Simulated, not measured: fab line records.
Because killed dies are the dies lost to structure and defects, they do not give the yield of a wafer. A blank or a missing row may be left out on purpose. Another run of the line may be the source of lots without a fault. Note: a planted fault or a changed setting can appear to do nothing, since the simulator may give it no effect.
Matching of chambers :: flow nand-harc :: 4 sister chambers for NHARC_A_STAIRCASE_CMP_152 on cmp-01
The step polishes. 8 wafers are shown with their chamber, then 10 later ones without.

WAFERS PAIRED WITH THEIR CHAMBERS
wafer: L081.4
chamber: 3
motor-current-A (A): 12.3
slurry-filter-dp-kPa (kPa): 13.34

wafer: L085.5
chamber: 0
motor-current-A (A): 10.9
slurry-filter-dp-kPa (kPa): 13.55

wafer: L086.1
chamber: 3
motor-current-A (A): 13.0
slurry-filter-dp-kPa (kPa): 13.47

wafer: L086.6
chamber: 1
motor-current-A (A): 12.9
slurry-filter-dp-kPa (kPa): 13.52

wafer: L090.4
chamber: 0
motor-current-A (A): 11.0
slurry-filter-dp-kPa (kPa): 13.42

wafer: L090.6
chamber: 2
motor-current-A (A): 9.5
slurry-filter-dp-kPa (kPa): 13.46

wafer: L091.2
chamber: 1
motor-current-A (A): 13.6
slurry-filter-dp-kPa (kPa): 13.53

wafer: L091.4
chamber: 2
motor-current-A (A): 9.8
slurry-filter-dp-kPa (kPa): 13.66

WAFERS WHOSE CHAMBER IS MISSING
wafer: L091.6
motor-current-A (A): 12.9
slurry-filter-dp-kPa (kPa): 13.64

wafer: L093.1
motor-current-A (A): 11.1
slurry-filter-dp-kPa (kPa): 13.66

wafer: L093.2
motor-current-A (A): 13.3
slurry-filter-dp-kPa (kPa): 13.60

wafer: L093.6
motor-current-A (A): 11.8
slurry-filter-dp-kPa (kPa): 13.40

wafer: L096.2
motor-current-A (A): 12.8
slurry-filter-dp-kPa (kPa): 13.42

wafer: L096.5
motor-current-A (A): 13.4
slurry-filter-dp-kPa (kPa): 13.29

wafer: L096.6
motor-current-A (A): 9.7
slurry-filter-dp-kPa (kPa): 13.45

wafer: L095.2
motor-current-A (A): 9.6
slurry-filter-dp-kPa (kPa): 13.63

wafer: L095.3
motor-current-A (A): 13.5
slurry-filter-dp-kPa (kPa): 13.42

wafer: L095.6
motor-current-A (A): 13.6
slurry-filter-dp-kPa (kPa): 13.41

EACH ONE'S CHAMBER
wafer: L091.6
from the rows above: can't be placed: 1 or 3
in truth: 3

wafer: L093.1
from the rows above: 0
in truth: 0

wafer: L093.2
from the rows above: can't be placed: 1 or 3
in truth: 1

wafer: L093.6
from the rows above: can't be placed: 3 or 0 or 1
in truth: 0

wafer: L096.2
from the rows above: can't be placed: 3 or 1
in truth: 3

wafer: L096.5
from the rows above: can't be placed: 3 or 1
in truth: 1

wafer: L096.6
from the rows above: 2
in truth: 2

wafer: L095.2
from the rows above: 2
in truth: 2

wafer: L095.3
from the rows above: can't be placed: 1 or 3
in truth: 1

wafer: L095.6
from the rows above: can't be placed: 1 or 3
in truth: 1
3 of 10 placed correctly. Unplaceable from these rows: 7, with the true chamber sitting among the candidates in 7. Number placed wrongly: 0.
How it was worked out, from the rows above alone: a wafer's distance from a chamber is the root of the sum, over the readings, of the square of ((its reading less the chamber's mean) divided by the reading's scatter). If the next closest chamber is less than 2 further off than the closest, the wafer can't be placed; otherwise it belongs to the closest. Each chamber's mean is taken over the wafers shown for it. The scatter: the root of (the sum of the squares of (reading less its chamber's mean) over the shown wafers, divided by (wafers less chambers)).
